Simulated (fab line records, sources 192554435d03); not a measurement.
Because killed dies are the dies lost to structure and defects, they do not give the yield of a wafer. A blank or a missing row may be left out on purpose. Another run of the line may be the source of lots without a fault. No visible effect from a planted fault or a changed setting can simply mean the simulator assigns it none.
What tool caused it? ; flow n5_finfet ; 24 lots, 72 wafers sampled, at 2 steps of a route of 1938

## WHAT THE GAUGES SHOWED, per wafer
N5_BEOL_M1_CD_MEAS_28: target cd y 23.3 nm. Usual: 23.87 nm for cd_nm, sd 0.27.
lot;measured;on;cd_nm (nm);flag
L074;day 6 05:41;cd_sem-02;24.21 24.06 23.91;
L075;day 6 10:43;cd_sem-03;24.15 23.99 23.85;
L076;day 6 23:59;cd_sem-01;23.54 23.95 23.43;
L078;day 7 04:35;cd_sem-03;23.77 23.92 23.72;
L077;day 7 11:09;cd_sem-03;23.69 24.03 23.87;
L079;day 7 11:49;cd_sem-01;23.76 23.89 24.11;
L080;day 7 16:24;cd_sem-03;23.54 23.76 23.96;
L081;day 7 19:00;cd_sem-03;23.93 23.22 23.73;
L082;day 8 02:51;cd_sem-01;23.87 23.95 24.25;
L083;day 8 11:46;cd_sem-01;23.43 23.56 23.79;
L084;day 8 18:49;cd_sem-01;23.85 23.93 24.02;
L085;day 9 03:52;cd_sem-03;24.10 23.74 23.63;
L086;day 9 08:46;cd_sem-03;23.51 23.99 23.98;
L087;day 9 12:10;cd_sem-03;23.96 24.46 23.93;
L088;day 9 19:44;cd_sem-02;23.73 23.77 23.54;
L089;day 9 19:58;cd_sem-01;23.79 23.78 23.83;
L091;day 10 07:08;cd_sem-02;23.79 23.77 24.05;
L090;day 10 07:24;cd_sem-02;23.75 24.03 23.79;
L093;day 10 20:29;cd_sem-03;24.00 24.20 23.89;
L092;day 10 23:28;cd_sem-01;23.46 23.78 23.69;
L094;day 11 10:40;cd_sem-01;24.14 23.84 23.94;
L095;day 11 11:02;cd_sem-01;24.49 24.02 23.45;
L097;day 11 22:54;cd_sem-02;23.59 23.60 23.81;
L096;day 11 23:06;cd_sem-01;23.81 23.84 23.86;

## WHAT TOOL EACH LOT RAN ON (gives the tool, then ch and the chambers of the sampled wafers, and finally the start)
lot;N5_BEOL_M1_STRIP_66
L074;rie_diel-01 ch 0,3, day 6 05:07
L075;rie_diel-01 ch 2,3, day 6 10:04
L076;rie_diel-03 ch 0,1,3, day 6 23:25
L078;rie_diel-03 ch 0,1,2, day 7 03:48
L077;rie_diel-05 ch 0,2, day 7 10:28
L079;rie_diel-03 ch 0,3, day 7 11:07
L080;rie_diel-01 ch 1,2, day 7 15:49
L081;rie_diel-01 ch 0,1,2, day 7 18:28
L082;rie_diel-01 ch 1,2,3, day 8 02:11
L083;rie_diel-01 ch 0,1, day 8 10:50
L084;rie_diel-03 ch 1,2,3, day 8 18:02
L085;rie_diel-01 ch 0,1,3, day 9 03:15
L086;rie_diel-05 ch 1,3, day 9 08:05
L087;rie_diel-03 ch 0,1,3, day 9 11:35
L088;rie_diel-01 ch 2,3, day 9 19:04
L089;rie_diel-01 ch 1,3, day 9 19:18
L091;rie_diel-03 ch 0,2, day 10 06:32
L090;rie_diel-01 ch 0,2, day 10 06:41
L093;rie_diel-01 ch 0,1, day 10 19:45
L092;rie_diel-03 ch 2,3, day 10 22:51
L094;rie_diel-05 ch 1,2,3, day 11 10:01
L095;rie_diel-05 ch 1,2, day 11 10:29
L097;rie_diel-05 ch 1,2, day 11 21:58
L096;rie_diel-05 ch 0,2,3, day 11 22:12
- N5_BEOL_M1_STRIP_66: strips in CF4.

## WHAT THE TOOLS THEMSELVES READ (means of the sampled wafers that have a number; where no wafer has one, the mark that the record gives instead)
N5_BEOL_M1_STRIP_66. Usual: drypump_motor_current_A 5.7 A, standard deviation 0.46; oes_product_au 0.84 a.u., standard deviation 0.074; rf_vpp_V 271.2 V, standard deviation 1.2; showerhead_plenum_p_Torr 1.78 Torr, standard deviation 0.048; throttle_valve_pct 13.36 %, standard deviation 0.25.
lot;tool;drypump_motor_current_A (A);oes_product_au (a.u.);rf_vpp_V (V);showerhead_plenum_p_Torr (Torr);throttle_valve_pct (%);flag
L074;rie_diel-01;5.9;0.90;271.0;1.80;13.29;
L075;rie_diel-01;5.7;0.91;271.4;1.80;13.29;
L076;rie_diel-03;6.4;0.84;272.9;1.82;13.39;
L078;rie_diel-03;6.1;0.80;271.2;1.80;13.48;
L077;rie_diel-05;5.1;0.76;269.4;1.73;13.52;
L079;rie_diel-03;6.3;0.88;272.9;1.85;13.23;
L080;rie_diel-01;5.3;0.91;270.7;1.75;13.12;
L081;rie_diel-01;5.4;0.90;270.6;1.74;13.12;
L082;rie_diel-01;5.5;0.88;270.7;1.78;13.24;
L083;rie_diel-01;5.5;0.87;270.1;1.74;13.14;
L084;rie_diel-03;6.3;0.81;272.1;1.82;13.41;
L085;rie_diel-01;5.6;0.85;271.6;1.77;13.27;
L086;rie_diel-05;5.9;0.68;272.4;1.84;13.70;
L087;rie_diel-03;6.4;0.81;272.0;1.82;13.44;
L088;rie_diel-01;5.7;0.85;271.5;1.79;13.36;
L089;rie_diel-01;5.8;0.83;271.7;1.80;13.38;
L091;rie_diel-03;5.9;0.78;271.3;1.79;13.46;
L090;rie_diel-01;5.4;0.86;270.4;1.73;13.16;
L093;rie_diel-01;5.5;0.84;270.8;1.73;13.19;
L092;rie_diel-03;6.0;0.79;272.5;1.81;13.37;
L094;rie_diel-05;5.6;0.84;271.7;1.80;13.51;
L095;rie_diel-05;5.3;0.88;270.0;1.77;13.37;
L097;rie_diel-05;5.6;0.92;271.6;1.79;13.19;
L096;rie_diel-05;5.3;0.74;270.2;1.77;13.72;

## THE ANSWER, worked out from the rows above alone
Rule: take the mean of a lot's wafers that have a number; if it is more than 3 standard deviations from the usual mean, the lot is off. Also off: a lot with no number at a reading for which 4 or more lots have one. Where the step has rows for the other lots, those lots are counted as sound. After the gauges, taken in route order, come the tools' own readings; for these a lot's mean is taken, as printed above. The first step at which some lot is off is used, and at that step the reading that is off furthest; a lot without a number counts as furthest.
Nothing can be told from this: no lot is off at any reading shown.

## WHAT WAS PUT IN BY THE SIMULATOR
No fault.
